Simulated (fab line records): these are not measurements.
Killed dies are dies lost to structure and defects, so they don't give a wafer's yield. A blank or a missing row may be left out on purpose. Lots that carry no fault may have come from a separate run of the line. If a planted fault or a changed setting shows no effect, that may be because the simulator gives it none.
fab line records + flow nand-harc
record:
- lots: 6
- wafers: 16
- last-day: 24
route steps=1159 shown A_M0@1023 A_M1@1026
lots untouched by any fault: they come from a run of this same line in which no faults occurred
start-h: hours from the record's first day to the start of the lot's first wafer shown + wait-h: hours from the lot's prior step to this one + " the same as in the row above + L1.1+2: a single row standing in for several wafers + - no value present, or no start provided + * or withheld: withheld + < > ~ a bound
route shown NAME@n: NAME is a module with steps in the file, n the number in the route of the first one + usual: average and standard deviation across the fault-free wafers + same: alike in all rows + chamber/n: place in a boat + sites: the reading at each site + _std_site: the values' standard deviation + _edge_site: inner sites' mean taken away from outer sites' mean + radius-mm: how far each site lies from the wafer's centre + mask NAME#n: copy n + behind: the tool/chamber that last shaped the wafer + hold: reason for holding the lot/hours on hold/outcome of the hold + device: the transistor (n, p or np) that didn't switch + end of line: the tests these same wafers got at the end of their route + a step given without rows: its recipe and nothing more + killed: the dies lost at the first sort to structure and to defects; this is not the yield of the wafer + map: a wafer's dies, marking killed ones x, the rest . and places with no die _
set.NAME: the setting the step ran with; set.NAME@STEP: the setting that earlier step ran with + model.NAME: the simulator's own value behind a step, which no gauge read
lots seen at some steps along the route; tables by step, rows by wafer
services: from which hour (start-h, from the record's first day; less than 0 if before it) a tool's chamber was out of use, for how many hours, and why
== steps ==
step: NHARC_A_M0_INSPECT_27
usual:
- raw-defect-count: 468/170
| lot.wafer | tool              | chamber | start-h | wait-h | raw-defect-count |
|-----------|-------------------|---------|---------|--------|------------------|
| L722.2    | defect-inspect-02 | -       | 441.22  | 0.0    | 365              |
| L722.3    | "                 | -       | "       | "      | 365              |
| L722.4    | "                 | -       | "       | "      | 495              |
| L724.1    | defect-inspect-02 | -       | 452.10  | 0.0    | 461              |
| L724.3    | "                 | -       | "       | "      | 518              |
| L724.6    | "                 | -       | "       | "      | 571              |
| L725.2    | defect-inspect-01 | -       | 452.53  | 0.0    | 463              |
| L725.3    | "                 | -       | "       | "      | 483              |
| L725.5    | "                 | -       | "       | "      | 514              |
| L731.1    | defect-inspect-02 | -       | 483.59  | 0.0    | 370              |
| L731.6    | "                 | -       | "       | "      | 259              |
| L732.1    | defect-inspect-02 | -       | 497.26  | 0.0    | 1006             |
| L732.6    | "                 | -       | "       | "      | 945              |
| L738.4    | defect-inspect-02 | -       | 524.91  | 0.0    | 359              |
| L738.5    | "                 | -       | "       | "      | 277              |
| L738.6    | "                 | -       | "       | "      | 376              |
step: NHARC_A_M0_PRE_CLEAN_31
recipe:
- time-s: 12
- temp-c: 370
- rf-power-w: 300
- gas: NH3
usual:
- heater-power-w: 643/100
| lot.wafer | tool     | chamber | start-h | wait-h | heater-power-w |
|-----------|----------|---------|---------|--------|----------------|
| L722.2    | pecvd-04 | 2       | 441.29  | 0.1    | 707            |
| L722.3    | "        | 1       | "       | "      | 568            |
| L722.4    | "        | 0       | "       | "      | 571            |
| L724.1    | pecvd-01 | 1       | 452.17  | 0.1    | 811            |
| L724.3    | "        | 0       | "       | "      | 605            |
| L724.6    | "        | 2       | "       | "      | 749            |
| L725.3    | pecvd-02 | 2       | 452.60  | 0.1    | 473            |
| L725.2    | "        | 0       | "       | "      | 678            |
| L725.5    | "        | 2       | "       | "      | 482            |
| L731.1    | pecvd-04 | 2       | 483.68  | 0.1    | 627            |
| L731.6    | "        | 2       | "       | "      | 632            |
| L732.1    | pecvd-04 | 0       | 497.35  | 0.1    | 568            |
| L732.6    | "        | 0       | "       | "      | 567            |
| L738.6    | pecvd-04 | 0       | 525.02  | 0.1    | 510            |
| L738.5    | "        | 1       | "       | "      | 645            |
| L738.4    | "        | 2       | "       | "      | 727            |
step: NHARC_A_M0_DEP_32
recipe:
- target-thk-a: 300
- temp-c: 370
- target-thk-nm: 30
- pressure-torr: 3
- flow-sccm: 200
- rf-w: 450
- material: SiCN
usual:
- heater-power-w: 594/99
- showerhead-vpp-V: 1320/73
| lot.wafer | tool     | chamber | start-h | wait-h | heater-power-w | showerhead-vpp-V |
|-----------|----------|---------|---------|--------|----------------|------------------|
| L722.2    | pecvd-04 | 2       | 441.37  | 0.1    | 681            | 1206             |
| L722.3    | "        | 1       | "       | "      | 615            | 1357             |
| L722.4    | "        | 0       | "       | "      | 490            | 1372             |
| L724.1    | pecvd-01 | 1       | 452.24  | 0.1    | 672            | 1355             |
| L724.3    | "        | 0       | "       | "      | 482            | 1317             |
| L724.6    | "        | 2       | "       | "      | 718            | 1467             |
| L725.3    | pecvd-02 | 2       | 452.68  | 0.1    | 448            | 1277             |
| L725.2    | "        | 0       | "       | "      | 565            | 1312             |
| L725.5    | "        | 2       | "       | "      | 452            | 1270             |
| L731.1    | pecvd-04 | 2       | 483.82  | 0.1    | 673            | 1212             |
| L731.6    | "        | 2       | "       | "      | 664            | 1199             |
| L732.1    | pecvd-04 | 0       | 497.49  | 0.1    | 497            | 1363             |
| L732.6    | "        | 0       | "       | "      | 499            | 1395             |
| L738.6    | pecvd-04 | 0       | 525.18  | 0.2    | 496            | 1368             |
| L738.5    | "        | 1       | "       | "      | 549            | 1346             |
| L738.4    | "        | 2       | "       | "      | 668            | 1216             |
step: NHARC_A_M1_DEP_00
recipe:
- target-thk-a: 1825
- target-thk-nm: 182.5
- temp-c: withheld
- pressure-torr: 5
- flow-sccm: 200
- rf-w: 600
- material: SiOC
step: NHARC_A_M1_DEHYDRATE_01
recipe:
- temp-c: 150
- time-s: 120
step: NHARC_A_M1_HMDS_02
recipe:
- time-s: 30
step: NHARC_A_M1_COAT_34
recipe:
- temp-c: 200
- time-s: 65
step: NHARC_A_M1_COAT_03
recipe:
- spin-rpm: 1500
- resist-thk-nm: 90
step: NHARC_A_M1_SOFTBAKE_04
recipe:
- temp-c: 105
- time-s: 55
step: NHARC_A_M1_EBR_05
step: NHARC_A_M1_EXPOSE_06
recipe:
- na: 1.35
- target-cd-nm: 120
- dose-mj: 75.13
- mask-id: A_M1
step: NHARC_A_M1_PEB_07
recipe:
- peb-temp-c: 100
- peb-time-s: 65
usual:
- chill-plate-temp-C: 22.98/0.1
| lot.wafer | tool           | chamber | start-h | wait-h | chill-plate-temp-C |
|-----------|----------------|---------|---------|--------|--------------------|
| L722.2    | litho-track-01 | 0       | 442.52  | 0.1    | 22.83              |
| L722.3    | "              | 0       | "       | "      | 22.93              |
| L722.4    | "              | 0       | "       | "      | 22.84              |
| L724.1    | litho-track-01 | 0       | 453.41  | 0.1    | 22.94              |
| L724.3    | "              | 0       | "       | "      | 22.98              |
| L724.6    | "              | 0       | "       | "      | 22.88              |
| L725.2    | litho-track-01 | 0       | 453.85  | 0.1    | 23.12              |
| L725.3    | "              | 0       | "       | "      | 23.16              |
| L725.5    | "              | 0       | "       | "      | 22.83              |
| L731.1    | litho-track-01 | 0       | 484.78  | 0.1    | 23.04              |
| L731.6    | "              | 0       | "       | "      | 23.03              |
| L732.1    | litho-track-01 | 0       | 498.57  | 0.1    | 22.99              |
| L732.6    | "              | 0       | "       | "      | 23.00              |
| L738.4    | litho-track-04 | 0       | 526.31  | 0.0    | 22.99              |
| L738.5    | "              | 0       | "       | "      | 22.81              |
| L738.6    | "              | 0       | "       | "      | 23.10              |
step: NHARC_A_M1_DEVELOP_08
recipe:
- develop-time-s: 35
- dev-temp-c: 23
step: NHARC_A_M1_CD_MEAS_09
recipe:
- target-cd-nm: 120
- landing-energy-ev: 500
usual:
- cd-nm: 120.2/0.54
| lot.wafer | tool      | chamber | start-h | wait-h | cd-nm |
|-----------|-----------|---------|---------|--------|-------|
| L722.2    | cd-sem-01 | 0       | 442.60  | -      | 119.5 |
| L722.3    | "         | 0       | "       | "      | 119.8 |
| L722.4    | "         | 0       | "       | "      | 120.3 |
| L724.1    | cd-sem-02 | 0       | 453.49  | -      | 120.2 |
| L724.3    | "         | 0       | "       | "      | 119.9 |
| L724.6    | "         | 0       | "       | "      | 119.7 |
| L725.2    | cd-sem-02 | 0       | 453.93  | -      | 120.6 |
| L725.3    | "         | 0       | "       | "      | 120.4 |
| L725.5    | "         | 0       | "       | "      | 120.1 |
| L731.1    | cd-sem-03 | 0       | 484.86  | -      | 121.9 |
| L731.6    | "         | 0       | "       | "      | 120.5 |
| L732.1    | cd-sem-02 | 0       | 498.65  | -      | 122.5 |
| L732.6    | "         | 0       | "       | "      | 119.5 |
| L738.4    | cd-sem-03 | 0       | 526.40  | -      | 119.5 |
| L738.5    | "         | 0       | "       | "      | 120.2 |
| L738.6    | "         | 0       | "       | "      | 119.6 |
step: NHARC_A_M1_OVL_MEAS_10
recipe:
- pitch-nm: 240
usual:
- overlay-x-nm: 0.0/0.83
- overlay-y-nm: 0.1/0.77
| lot.wafer | tool       | chamber | start-h | wait-h | overlay-x-nm | overlay-y-nm |
|-----------|------------|---------|---------|--------|--------------|--------------|
| L722.2    | overlay-01 | -       | 442.69  | -      | -0.3         | 0.3          |
| L722.3    | "          | -       | "       | "      | -0.2         | 0.2          |
| L722.4    | "          | -       | "       | "      | -0.5         | 0.0          |
| L724.1    | overlay-02 | -       | 453.59  | -      | -0.6         | 0.8          |
| L724.3    | "          | -       | "       | "      | -0.6         | 0.4          |
| L724.6    | "          | -       | "       | "      | -0.4         | 0.8          |
| L725.2    | overlay-01 | -       | 454.02  | -      | -0.7         | 0.0          |
| L725.3    | "          | -       | "       | "      | -1.0         | -0.1         |
| L725.5    | "          | -       | "       | "      | -0.8         | 0.0          |
| L731.1    | overlay-02 | -       | 484.94  | -      | 0.2          | 0.4          |
| L731.6    | "          | -       | "       | "      | 0.2          | 0.9          |
| L732.1    | overlay-02 | -       | 498.74  | -      | 1.0          | -1.9         |
| L732.6    | "          | -       | "       | "      | 1.8          | -2.0         |
| L738.4    | overlay-01 | -       | 526.48  | -      | -0.1         | -1.2         |
| L738.5    | "          | -       | "       | "      | 0.7          | -1.4         |
| L738.6    | "          | -       | "       | "      | 1.0          | -0.9         |
step: NHARC_A_M1_INSPECT_11
usual:
- raw-defect-count: 29/15
| lot.wafer | tool              | chamber | start-h | wait-h | raw-defect-count |
|-----------|-------------------|---------|---------|--------|------------------|
| L722.2    | defect-inspect-01 | -       | 442.72  | 0.0    | 46               |
| L722.3    | "                 | -       | "       | "      | 47               |
| L722.4    | "                 | -       | "       | "      | 42               |
| L724.1    | defect-inspect-02 | -       | 453.63  | 0.0    | 17               |
| L724.3    | "                 | -       | "       | "      | 16               |
| L724.6    | "                 | -       | "       | "      | 18               |
| L725.2    | defect-inspect-01 | -       | 454.05  | 0.0    | 17               |
| L725.3    | "                 | -       | "       | "      | 11               |
| L725.5    | "                 | -       | "       | "      | 15               |
| L731.1    | defect-inspect-02 | -       | 484.98  | 0.0    | 27               |
| L731.6    | "                 | -       | "       | "      | 34               |
| L732.1    | defect-inspect-01 | -       | 498.77  | 0.0    | 44               |
| L732.6    | "                 | -       | "       | "      | 41               |
| L738.4    | defect-inspect-01 | -       | 526.51  | 0.0    | 25               |
| L738.5    | "                 | -       | "       | "      | 19               |
| L738.6    | "                 | -       | "       | "      | 23               |
step: NHARC_A_M1_DESCUM_14
recipe:
- time-s: 3
- o2-flow-sccm: 200
- ar-flow-sccm: 0
- bias-power-w: 0
- chemistry: O2
usual:
- drypump-motor-current-A: 5.4/0.34
- oes-product-au: 1.002/0.0095
- rf-vpp-V: 57.8/0.95
- showerhead-plenum-p-Torr: 1.92/0.079
- throttle-valve-pct: 11.311/0.0095
| lot.wafer | tool        | chamber | start-h | wait-h | drypump-motor-current-A | oes-product-au | rf-hours-counter-h | rf-vpp-V | showerhead-plenum-p-Torr | throttle-valve-pct | model.A_M1.cd-nm |
|-----------|-------------|---------|---------|--------|-------------------------|----------------|--------------------|----------|--------------------------|--------------------|------------------|
| L722.2    | rie-diel-10 | 2       | 442.78  | 0.1    | 5.7                     | 0.997          | 8                  | 57.2     | 1.85                     | 11.294             | 118.7            |
| L722.3    | "           | 3       | "       | "      | 5.1                     | 1.020          | 5                  | 58.0     | 1.97                     | 11.316             | 119.3            |
| L722.4    | "           | 1       | "       | "      | 5.5                     | 0.993          | 8                  | 58.7     | 1.88                     | 11.302             | 120              |
| L724.1    | rie-diel-01 | 1       | 453.71  | 0.1    | 5.7                     | 0.995          | 3                  | 57.9     | 2.02                     | 11.307             | 120.1            |
| L724.3    | "           | 2       | "       | "      | 5.4                     | 0.996          | 3                  | 57.2     | 1.92                     | 11.321             | 119.3            |
| L724.6    | "           | 3       | "       | "      | 5.2                     | 1.010          | -                  | 57.2     | 1.93                     | 11.294             | 120.4            |
| L725.2    | rie-diel-12 | 0       | 454.11  | 0.1    | 6.3                     | 0.993          | 3                  | 57.3     | 1.85                     | 11.320             | 120.7            |
| L725.3    | "           | 3       | "       | "      | 5.4                     | 0.997          | 4                  | 58.0     | 1.80                     | 11.305             | 120.2            |
| L725.5    | "           | 0       | "       | "      | 6.3                     | 0.991          | -                  | 57.3     | 1.85                     | 11.303             | 120.6            |
| L731.1    | rie-diel-01 | 3       | 485.09  | 0.1    | 5.3                     | 1.009          | 4                  | 57.3     | 1.93                     | 11.310             | 122.7            |
| L731.6    | "           | 1       | "       | "      | 5.7                     | 0.995          | -                  | 59.9     | 2.02                     | 11.316             | 120.5            |
| L732.1    | rie-diel-10 | 2       | 498.86  | 0.1    | 5.7                     | 0.990          | 13                 | 57.7     | 1.85                     | 11.302             | 122.5            |
| L732.6    | "           | 0       | "       | "      | 5.3                     | 1.007          | -                  | 55.5     | 1.81                     | 11.318             | 120              |
| L738.4    | rie-diel-12 | 2       | 526.57  | 0.1    | 5.2                     | 1.000          | 6                  | 56.9     | 1.87                     | 11.325             | 120.8            |
| L738.5    | "           | 2       | "       | "      | 5.2                     | 0.999          | -                  | 57.2     | 1.87                     | 11.315             | 121.2            |
| L738.6    | "           | 3       | "       | "      | 5.4                     | 0.991          | -                  | 58.6     | 1.80                     | 11.325             | 119.4            |
step: NHARC_A_M1_ETCH_35
recipe:
- target-depth-a: 400
- overetch-a: 120
- time-s: 43.94
- ion-energy-ev: 200
- n2-flow-sccm: 150
- h2-flow-sccm: 150
- ar-flow-sccm: 0
- rf-w: 400
- bias-w: 150
- chemistry: N2/H2
usual:
- bias-w: 149.9/0.43
- drypump-motor-current-A: 5.4/0.33
- oes-product-au: 1.003/0.0097
- rf-vpp-V: 430.5/2.4
- showerhead-plenum-p-Torr: 2.04/0.083
- throttle-valve-pct: 14.170/0.0086
| lot.wafer | tool        | chamber | start-h | wait-h | bias-w | drypump-motor-current-A | oes-product-au | rf-hours-counter-h | rf-vpp-V | showerhead-plenum-p-Torr | throttle-valve-pct |
|-----------|-------------|---------|---------|--------|--------|-------------------------|----------------|--------------------|----------|--------------------------|--------------------|
| L722.2    | rie-diel-10 | 0       | 442.87  | 0.1    | 150.0  | 5.3                     | 1.011          | 6                  | 426.8    | 1.93                     | 14.182             |
| L722.3    | "           | 1       | "       | "      | 150.2  | 5.6                     | 0.994          | 8                  | 429.3    | 2.00                     | 14.173             |
| L722.4    | "           | 3       | "       | "      | 150.5  | 5.1                     | 1.002          | 5                  | 431.6    | 2.10                     | 14.165             |
| L724.3    | rie-diel-01 | 0       | 453.79  | 0.1    | 149.8  | 4.9                     | 1.002          | 4                  | 434.4    | 2.19                     | 14.182             |
| L724.1    | "           | 1       | "       | "      | 149.9  | 5.7                     | 1.000          | 3                  | 433.5    | 2.16                     | 14.178             |
| L724.6    | "           | 3       | "       | "      | 150.0  | 5.3                     | 1.009          | -                  | 431.6    | 2.06                     | 14.182             |
| L725.3    | rie-diel-12 | 2       | 454.21  | 0.1    | 150.4  | 5.2                     | 1.004          | 0                  | 429.5    | 1.99                     | 14.170             |
| L725.2    | "           | 3       | "       | "      | 149.9  | 5.4                     | 1.001          | 4                  | 428.0    | 1.92                     | 14.161             |
| L725.5    | "           | 1       | "       | "      | 149.9  | 5.0                     | 1.014          | -                  | 430.3    | 2.06                     | 14.165             |
| L731.1    | rie-diel-01 | 0       | 485.15  | 0.1    | 149.4  | 4.9                     | 1.017          | 5                  | 434.7    | 2.19                     | 14.167             |
| L731.6    | "           | 0       | "       | "      | 149.5  | 4.9                     | 1.022          | -                  | 435.3    | 2.19                     | 14.169             |
| L732.1    | rie-diel-10 | 0       | 498.94  | 0.1    | 150.9  | 5.3                     | 1.010          | 10                 | 427.9    | 1.93                     | 14.187             |
| L732.6    | "           | 0       | "       | "      | 150.3  | 5.3                     | 1.003          | -                  | 427.9    | 1.93                     | 14.191             |
| L738.4    | rie-diel-12 | 1       | 526.67  | 0.1    | 150.4  | 4.9                     | 1.008          | 9                  | 430.8    | 2.06                     | 14.178             |
| L738.6    | "           | 3       | "       | "      | 149.7  | 5.4                     | 0.993          | -                  | 427.8    | 1.92                     | 14.161             |
| L738.5    | "           | 0       | "       | "      | 149.9  | 6.3                     | 0.998          | -                  | 427.4    | 1.97                     | 14.163             |
step: NHARC_A_M1_ETCH_15
recipe:
- target-depth-a: 1825
- time-s: 91.2
- c4f8-flow-sccm: withheld
- ar-flow-sccm: 400
- rf-w: 600
- bias-w: 300
- chemistry: C4F8/Ar
usual:
- bias-w: 300.2/0.87
- oes-product-au: 0.954/0.022
- rf-vpp-V: 440.8/2.4
| lot.wafer | tool        | chamber | start-h | wait-h | bias-w | oes-product-au | rf-hours-counter-h | rf-vpp-V |
|-----------|-------------|---------|---------|--------|--------|----------------|--------------------|----------|
| L722.3    | rie-diel-10 | 1       | -       | -      | 298.6  | 0.921          | 9                  | 440.4    |
| L722.2    | "           | 2       | "       | "      | 300.7  | 0.926          | 8                  | 439.7    |
| L722.4    | "           | 3       | "       | "      | 300.8  | 0.972          | 5                  | 442.3    |
| L724.3    | rie-diel-01 | 1       | -       | -      | 299.6  | 0.984          | 3                  | 443.0    |
| L724.1    | "           | 2       | "       | "      | 302.3  | 0.979          | 3                  | 440.6    |
| L724.6    | "           | 0       | "       | "      | 300.2  | 0.961          | -                  | 446.5    |
| L725.2    | rie-diel-12 | 1       | -       | -      | 300.1  | 0.973          | 4                  | 442.4    |
| L725.3    | "           | 0       | "       | "      | 301.0  | 0.954          | 3                  | 439.2    |
| L725.5    | "           | 2       | "       | "      | 299.1  | 0.981          | -                  | 440.6    |
| L731.1    | rie-diel-01 | 2       | -       | -      | 299.4  | 0.927          | 4                  | 441.4    |
| L731.6    | "           | 3       | "       | "      | 299.2  | 0.939          | -                  | 443.2    |
| L732.1    | rie-diel-10 | 1       | -       | -      | 299.3  | 0.955          | 13                 | 440.4    |
| L732.6    | "           | 2       | "       | "      | 299.6  | 0.940          | -                  | 439.1    |
| L738.4    | rie-diel-12 | 1       | -       | -      | 301.8  | 0.980          | 10                 | 440.7    |
| L738.6    | "           | 1       | "       | "      | 301.6  | 0.984          | -                  | 441.3    |
| L738.5    | "           | 2       | "       | "      | 300.4  | 0.964          | -                  | 440.2    |
step: NHARC_A_M1_CD_MEAS_16
usual:
- cd-nm: 120.1/0.7
| lot.wafer | tool      | chamber | start-h | wait-h | cd-nm |
|-----------|-----------|---------|---------|--------|-------|
| L722.2    | cd-sem-02 | -       | 443.09  | -      | 118.6 |
| L722.3    | "         | -       | "       | "      | 119.3 |
| L722.4    | "         | -       | "       | "      | 119.7 |
| L724.1    | cd-sem-01 | -       | 453.99  | -      | 119.8 |
| L724.3    | "         | -       | "       | "      | 119.3 |
| L724.6    | "         | -       | "       | "      | 120.1 |
| L725.2    | cd-sem-02 | -       | 454.42  | -      | 121.0 |
| L725.3    | "         | -       | "       | "      | 120.3 |
| L725.5    | "         | -       | "       | "      | 120.6 |
| L731.1    | cd-sem-01 | -       | 485.37  | -      | 122.6 |
| L731.6    | "         | -       | "       | "      | 120.6 |
| L732.1    | cd-sem-02 | -       | 499.18  | -      | 122.5 |
| L732.6    | "         | -       | "       | "      | 119.7 |
| L738.4    | cd-sem-03 | -       | 526.89  | -      | 120.9 |
| L738.5    | "         | -       | "       | "      | 120.9 |
| L738.6    | "         | -       | "       | "      | 119.7 |
step: NHARC_A_M1_STRIP_18
recipe:
- power-w: 1000
- n2-flow-sccm: 150
- h2-flow-sccm: 150
- ar-flow-sccm: 0
- bias-w: 0
- chemistry: N2/H2
usual:
- drypump-motor-current-A: 5.4/0.35
- oes-product-au: 1.002/0.0098
- rf-vpp-V: 90.8/0.98
- showerhead-plenum-p-Torr: 2.05/0.086
- throttle-valve-pct: 14.172/0.0093
same:
- bias-w: 0
| lot.wafer | tool        | chamber | start-h | wait-h | drypump-motor-current-A | oes-product-au | rf-hours-counter-h | rf-vpp-V | showerhead-plenum-p-Torr | throttle-valve-pct |
|-----------|-------------|---------|---------|--------|-------------------------|----------------|--------------------|----------|--------------------------|--------------------|
| L722.4    | rie-diel-10 | 0       | 443.16  | 0.1    | 5.3                     | 1.018          | 6                  | 89.2     | 1.93                     | 14.151             |
| L722.2    | "           | 1       | "       | "      | 5.6                     | 0.988          | 9                  | 89.2     | 2.00                     | 14.159             |
| L722.3    | "           | 2       | "       | "      | 5.7                     | 0.993          | 8                  | 88.8     | 1.97                     | 14.153             |
| L724.3    | rie-diel-01 | 1       | 454.07  | 0.1    | 5.7                     | 1.005          | 3                  | 92.2     | 2.16                     | 14.175             |
| L724.1    | "           | 2       | "       | "      | 5.4                     | 1.002          | 3                  | 90.1     | 2.04                     | 14.163             |
| L724.6    | "           | 1       | "       | "      | 5.7                     | 1.004          | -                  | 91.8     | 2.16                     | 14.153             |
| L725.2    | rie-diel-01 | 1       | 454.49  | 0.1    | 5.7                     | 1.009          | 3                  | 92.2     | 2.16                     | 14.173             |
| L725.3    | "           | 0       | "       | "      | 4.9                     | 1.016          | 4                  | 90.5     | 2.19                     | 14.162             |
| L725.5    | "           | 1       | "       | "      | 5.7                     | 1.004          | -                  | 92.3     | 2.16                     | 14.174             |
| L731.1    | rie-diel-01 | 1       | 485.49  | 0.1    | 5.7                     | 0.994          | 4                  | 91.6     | 2.16                     | 14.178             |
| L731.6    | "           | 3       | "       | "      | 5.3                     | 1.010          | -                  | 91.9     | 2.06                     | 14.178             |
| L732.1    | rie-diel-12 | 2       | 499.31  | 0.1    | 5.2                     | 1.011          | 4                  | 90.6     | 1.99                     | 14.170             |
| L732.6    | "           | 0       | "       | "      | 6.3                     | 1.005          | -                  | 90.4     | 1.97                     | 14.169             |
| L738.4    | rie-diel-01 | 1       | 527.00  | 0.1    | 5.7                     | 1.008          | 1                  | 91.9     | 2.16                     | 14.159             |
| L738.6    | "           | 3       | "       | "      | 5.3                     | 1.033          | -                  | 91.5     | 2.06                     | 14.153             |
| L738.5    | "           | 0       | "       | "      | 4.9                     | 0.997          | -                  | 91.8     | 2.19                     | 14.172             |
step: NHARC_A_M1_ETCH_28
recipe:
- target-depth-a: 300
- over-etch-frac: 0.3
- time-s: 72.99
- ion-energy-ev: 150
- cf4-flow-sccm: 50
- n2-flow-sccm: 100
- ar-flow-sccm: 150
- rf-w: 300
- bias-w: 100
- chemistry: CF4/N2
usual:
- bias-w: 99.9/0.32
- drypump-motor-current-A: 5.4/0.34
- oes-product-au: 1.003/0.0094
- rf-vpp-V: 314.2/2
- showerhead-plenum-p-Torr: 2.63/0.1
- throttle-valve-pct: 19.794/0.0094
| lot.wafer | tool        | chamber | start-h | wait-h | bias-w | drypump-motor-current-A | oes-product-au | rf-hours-counter-h | rf-vpp-V | showerhead-plenum-p-Torr | throttle-valve-pct | model.A_M1.cd-nm |
|-----------|-------------|---------|---------|--------|--------|-------------------------|----------------|--------------------|----------|--------------------------|--------------------|------------------|
| L722.4    | rie-diel-10 | 3       | -       | -      | 100.8  | 5.1                     | 1.005          | 5                  | 315.0    | 2.70                     | 19.772             | 119.4            |
| L722.2    | "           | 0       | "       | "      | 99.5   | 5.3                     | 1.009          | 6                  | 310.9    | 2.49                     | 19.800             | 119.3            |
| L722.3    | "           | 1       | "       | "      | 100.3  | 5.6                     | 0.983          | 9                  | 312.5    | 2.58                     | 19.797             | 120.1            |
| L724.1    | rie-diel-01 | 3       | -       | -      | 99.4   | 5.3                     | 1.011          | 4                  | 314.4    | 2.65                     | 19.799             | 120.6            |
| L724.3    | "           | 1       | "       | "      | 100.0  | 5.7                     | 1.015          | 3                  | 316.4    | 2.76                     | 19.801             | 118.6            |
| L724.6    | "           | 3       | "       | "      | 99.5   | 5.3                     | 1.015          | -                  | 313.6    | 2.65                     | 19.791             | 120.1            |
| L725.3    | rie-diel-01 | 1       | -       | -      | 100.2  | 5.7                     | 1.007          | 4                  | 316.6    | 2.76                     | 19.798             | 120.8            |
| L725.2    | "           | 2       | "       | "      | 100.0  | 5.3                     | 1.009          | 3                  | 314.0    | 2.63                     | 19.793             | 121.4            |
| L725.5    | "           | 1       | "       | "      | 99.8   | 5.7                     | 1.009          | -                  | 314.9    | 2.76                     | 19.791             | 120.3            |
| L731.1    | rie-diel-01 | 1       | -       | -      | 100.1  | 5.7                     | 0.991          | 4                  | 317.5    | 2.76                     | 19.791             | 121.5            |
| L731.6    | "           | 1       | "       | "      | 100.0  | 5.7                     | 1.001          | -                  | 316.0    | 2.76                     | 19.798             | 120.1            |
| L732.1    | rie-diel-12 | 0       | -       | -      | 99.4   | 6.3                     | 0.997          | 6                  | 311.6    | 2.54                     | 19.794             | 122.5            |
| L732.6    | "           | 3       | "       | "      | 100.3  | 5.4                     | 1.002          | -                  | 311.5    | 2.48                     | 19.806             | 119.6            |
| L738.4    | rie-diel-01 | 2       | -       | -      | 99.9   | 5.4                     | 1.011          | 1                  | 313.2    | 2.63                     | 19.799             | 120.9            |
| L738.5    | "           | 1       | "       | "      | 100.1  | 5.7                     | 1.003          | -                  | 316.2    | 2.76                     | 19.797             | 121.1            |
| L738.6    | "           | 2       | "       | "      | 99.8   | 5.4                     | 1.006          | -                  | 313.3    | 2.63                     | 19.794             | 120              |
step: NHARC_A_M1_STRIP_19
recipe:
- time-s: 600
- temp-c: 30
- chemistry: post-etch-residue-remover
== services ==
| tool           | chamber | start-h | hours | kind       |
|----------------|---------|---------|-------|------------|
| pecvd-01       | -       | 418.88  | 13.0  | pm         |
| rie-diel-01    | 0       | 421.83  | -     | clean      |
| rie-diel-01    | 1       | 421.83  | -     | clean      |
| rie-diel-01    | 2       | 421.83  | -     | clean      |
| rie-diel-01    | 3       | 421.83  | -     | clean      |
| litho-track-01 | -       | 443.00  | 7.0   | pm         |
| rie-diel-01    | 0       | 446.33  | -     | clean      |
| rie-diel-01    | 1       | 446.33  | -     | clean      |
| rie-diel-01    | 2       | 446.33  | -     | clean      |
| rie-diel-01    | 3       | 446.33  | -     | clean      |
| rie-diel-10    | 3       | 453.72  | 4.1   | repair     |
| rie-diel-01    | 0       | 470.83  | -     | clean      |
| rie-diel-01    | 1       | 470.83  | -     | clean      |
| rie-diel-01    | 2       | 470.83  | -     | clean      |
| rie-diel-01    | 3       | 470.83  | -     | clean      |
| litho-track-04 | -       | 491.00  | 7.0   | pm         |
| rie-diel-01    | -       | 491.80  | 9.0   | pm         |
| rie-diel-01    | 0       | 491.80  | 9.0   | vent-cycle |
| rie-diel-01    | 1       | 491.80  | 9.0   | vent-cycle |
| rie-diel-01    | 2       | 491.80  | 9.0   | vent-cycle |
| rie-diel-01    | 3       | 491.80  | 9.0   | vent-cycle |
| rie-diel-10    | 3       | 496.47  | 3.7   | repair     |
| rie-diel-01    | 1       | 513.21  | 7.0   | repair     |
| pecvd-02       | -       | 515.24  | 13.0  | pm         |
== key ==
first-sign:
- step: NHARC_A_M1_CD_MEAS_09
- reading: cd-nm
- direction: up
- sigmas: 3.8
- usual: 120.2
- struck: 122.2
effect:
- step: NHARC_A_M1_CD_MEAS_16
- reading: cd-nm
- direction: up
- sigmas: 3.5
- usual: 120.1
- struck: 122.5
model-effect:
- step: NHARC_A_M1_DESCUM_14
- value: A_M1.cd-nm
- without: 120.2
- struck: 122.6
model-effect:
- step: NHARC_A_M1_ETCH_28
- value: A_M1.cd-nm
- without: 119.6
- struck: 122
met-at NHARC_A_M1_PEB_07
struck-wafers L731.1,L732.1
onset-between 453.85 484.78
fault:
- kind: process-parameter-drift
- tool: litho-track-01
- chamber: -
- onset-h: 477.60
- steps: NHARC_A_M1_PEB_07
- channel: peb-time-s
- offset: *
- shape: step
- end-h: 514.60
- scope: struck-wafers-only
- acts-in: *
- stated: *
